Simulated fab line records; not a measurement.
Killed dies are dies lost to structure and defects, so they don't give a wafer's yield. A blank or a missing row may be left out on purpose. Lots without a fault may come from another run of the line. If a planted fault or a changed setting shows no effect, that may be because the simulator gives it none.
Split-lot study | flow n5-finfet | 21 wafers read from 7 lots, route of 1938 steps

## THE SPLIT ITSELF
At N5_BEOL_M4_COAT_76 (time 60 s, resist thk 5 nm), the setting spin-rpm was moved away from the recipe's 1500 rpm on 3 of the 21 wafers read, by -8.2% to -7.2%. All remaining wafers had this setting at the recipe value.

## FROM THE SPLIT TO THE READING: what the file shows between them, 3 steps
- N5_BEOL_M4_COAT_22: resist thk 30 nm
- N5_BEOL_M4_EBR_24
- N5_BEOL_M4_DESCUM_33: chemistry O2, time 7 s

## THE READING
etch.depth-nm (the simulator's own value, which no gauge read), in nm, at N5_BEOL_M4_ETCH_77 (etches underlayer in N2/H2, target depth 6.5 nm, time 5.2 s). The file does not state a usual value for it. Average 5.002 nm, standard deviation 0.012 nm, over the 18 wafers here run with the recipe.

wafer  | tool, chamber at the split | spin-rpm as run, rpm | against the recipe | etch.depth-nm, nm | against lot-mates on the recipe
L075.1 | litho-track-05, 0          | 1500                 | recipe             | 5.006             | -
L075.3 | litho-track-05, 0          | 1500                 | recipe             | 5.015             | -
L075.6 | litho-track-05, 0          | 1500                 | recipe             | 5.011             | -
L080.1 | litho-track-04, 0          | 1500                 | recipe             | 4.983             | -
L080.2 | litho-track-04, 0          | 1500                 | recipe             | 5.001             | -
L080.4 | litho-track-04, 0          | 1500                 | recipe             | 5                 | -
L082.2 | litho-track-04, 0          | 1500                 | recipe             | 4.978             | -
L082.4 | litho-track-04, 0          | 1500                 | recipe             | 4.987             | -
L082.6 | litho-track-04, 0          | 1500                 | recipe             | 4.986             | -
L091.2 | litho-track-05, 0          | 1500                 | recipe             | 5.023             | -
L091.3 | litho-track-05, 0          | 1500                 | recipe             | 5.009             | -
L091.4 | litho-track-05, 0          | 1500                 | recipe             | 5.01              | -
L095.2 | litho-track-04, 0          | 1500                 | recipe             | 5.01              | -
L095.3 | litho-track-04, 0          | 1500                 | recipe             | 5.013             | -
L095.4 | litho-track-04, 0          | 1500                 | recipe             | 5.011             | -
L097.1 | litho-track-02, 0          | 1377                 | -8.2%              | 5.216             | +0.224
L097.2 | litho-track-02, 0          | 1500                 | recipe             | 4.992             | -
L097.3 | litho-track-02, 0          | 1377                 | -8.2%              | 5.218             | +0.226
L096.1 | litho-track-04, 0          | 1392                 | -7.2%              | 5.193             | +0.193
L096.4 | litho-track-04, 0          | 1500                 | recipe             | 5.006             | -
L096.5 | litho-track-04, 0          | 1500                 | recipe             | 4.994             | -

THE FIT
A straight line over all 21 wafers: etch.depth-nm changes by -0.0263 nm for each +1% of spin-rpm; r = -0.99; the points scatter about the line by 0.012 nm.
The same after taking each lot's own level away (the mean of its wafers on the recipe; 21 wafers): -0.0273 nm for each +1%; r = -1.00; scatter 0.0052 nm.
The reading moves by 0.22 nm for the largest change in spin-rpm, on that fit.
The span of the lots' own levels, 4.9837 to 5.0140 nm, comes to 2.5 times the standard deviation stated above.
Consequently the slope shifts little with the lot-to-lot level, the two slopes agreeing.
Check: for one of the wafers moved furthest among these (-8.2%), held out of the fit, the line's prediction against its lot-mates is +0.223 nm. Against them it came out at +0.224 nm.

## FURTHER SPLITS ON THESE WAFERS
These wafers also went through other splits before the reading. Each is held against what the fit with the lots' levels taken away leaves over:
other split on the same wafers   | wafers away from the commonest value | r with etch.depth-nm (lot level and that fit taken away)
N5_BEOL_M2_TRENCH_ETCH_37 bias-w | 5                                    | +0.02
N5_BEOL_M4_DESCUM_16 time-s      | 8                                    | -0.18

## THE FILE'S OWN FIT
etch.depth-nm changes by -0.0271 nm for each +1% of spin-rpm, r = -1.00.
